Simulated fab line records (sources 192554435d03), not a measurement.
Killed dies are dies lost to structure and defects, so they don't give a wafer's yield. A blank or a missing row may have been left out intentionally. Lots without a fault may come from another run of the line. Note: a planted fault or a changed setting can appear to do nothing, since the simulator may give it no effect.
Matching of chambers / flow n5Finfet / uvCure-02 running N5_BEOL_M10_CURE_71: 3 sister chambers
The step cures SiCOH lowk, time 240 s. 20 wafers are shown with their chamber, then 10 later ones without.

WAFERS WITH THEIR CHAMBER
wafer=L074.2; chamber=2; wafer_temp_C_max=386.5; lampPowerPct (%)=52.32
wafer=L074.3; chamber=2; wafer_temp_C_max=386.4; lampPowerPct (%)=52.36
wafer=L074.4; chamber=2; wafer_temp_C_max=386.3; lampPowerPct (%)=52.28
wafer=L075.1; chamber=0; wafer_temp_C_max=386.5; lampPowerPct (%)=52.36
wafer=L075.2; chamber=0; wafer_temp_C_max=386.2; lampPowerPct (%)=52.34
wafer=L075.3; chamber=0; wafer_temp_C_max=386.8; lampPowerPct (%)=52.34
wafer=L076.1; chamber=0; wafer_temp_C_max=387.3; lampPowerPct (%)=52.31
wafer=L076.2; chamber=0; wafer_temp_C_max=387.0; lampPowerPct (%)=52.32
wafer=L076.5; chamber=0; wafer_temp_C_max=387.1; lampPowerPct (%)=52.28
wafer=L078.4; chamber=0; wafer_temp_C_max=387.1; lampPowerPct (%)=52.37
wafer=L078.5; chamber=0; wafer_temp_C_max=387.3; lampPowerPct (%)=52.28
wafer=L078.6; chamber=0; wafer_temp_C_max=386.9; lampPowerPct (%)=52.39
wafer=L082.2; chamber=1; wafer_temp_C_max=388.6; lampPowerPct (%)=52.30
wafer=L082.4; chamber=1; wafer_temp_C_max=387.6; lampPowerPct (%)=52.22
wafer=L082.5; chamber=1; wafer_temp_C_max=386.9; lampPowerPct (%)=52.22
wafer=L083.3; chamber=2; wafer_temp_C_max=386.4; lampPowerPct (%)=52.32
wafer=L083.4; chamber=2; wafer_temp_C_max=386.5; lampPowerPct (%)=52.32
wafer=L083.5; chamber=2; wafer_temp_C_max=386.6; lampPowerPct (%)=52.37
wafer=L086.2; chamber=2; wafer_temp_C_max=386.5; lampPowerPct (%)=52.32
wafer=L086.3; chamber=2; wafer_temp_C_max=386.1; lampPowerPct (%)=52.34

SIGNATURES, as means of the wafers listed above
reading=wafer_temp_C_max; chamber 0=386.911; chamber 1=387.700; chamber 2=386.413; scatter within a chamber=0.398
reading=lampPowerPct; chamber 0=52.3322; chamber 1=52.2467; chamber 2=52.3287; scatter within a chamber=0.0356
Rule: distance of a wafer from a chamber = root of the sum over the readings of ((wafer's reading minus chamber's mean) / reading's scatter) squared. If the next closest chamber is less than 2 further off than the closest, the wafer can't be placed; otherwise it belongs to the closest. How the scatter is found: for the shown wafers, subtract from each reading the mean of its chamber, square and add these, divide the total by (wafers less chambers), then take the root.

WAFERS WITH NO CHAMBER GIVEN
wafer=L086.6; wafer_temp_C_max=386.2; lampPowerPct (%)=52.22
wafer=L087.2; wafer_temp_C_max=387.1; lampPowerPct (%)=52.21
wafer=L087.3; wafer_temp_C_max=386.4; lampPowerPct (%)=52.29
wafer=L087.5; wafer_temp_C_max=386.8; lampPowerPct (%)=52.29
wafer=L093.3; wafer_temp_C_max=386.5; lampPowerPct (%)=52.25
wafer=L093.5; wafer_temp_C_max=385.9; lampPowerPct (%)=52.35
wafer=L093.6; wafer_temp_C_max=386.3; lampPowerPct (%)=52.34
wafer=L096.1; wafer_temp_C_max=388.6; lampPowerPct (%)=52.32
wafer=L096.2; wafer_temp_C_max=387.0; lampPowerPct (%)=52.38
wafer=L096.4; wafer_temp_C_max=387.5; lampPowerPct (%)=52.35

WHICH CHAMBER EACH ONE RAN IN
wafer=L086.6; from the rows above=can't be placed: 2 or 0 or 1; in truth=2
wafer=L087.2; from the rows above=can't be placed: 1 or 0 or 2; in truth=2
wafer=L087.3; from the rows above=can't be placed: 2 or 0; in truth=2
wafer=L087.5; from the rows above=can't be placed: 0 or 2 or 1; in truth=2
wafer=L093.3; from the rows above=can't be placed: 2 or 0 or 1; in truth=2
wafer=L093.5; from the rows above=can't be placed: 2 or 0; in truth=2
wafer=L093.6; from the rows above=can't be placed: 2 or 0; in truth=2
wafer=L096.1; from the rows above=can't be placed: 1 or 0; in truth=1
wafer=L096.2; from the rows above=can't be placed: 0 or 2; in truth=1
wafer=L096.4; from the rows above=can't be placed: 0 or 2 or 1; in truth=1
0 of 10 placed correctly. These rows do not allow placing 10 (true chamber among the candidates in 9). Number placed wrongly: 0.
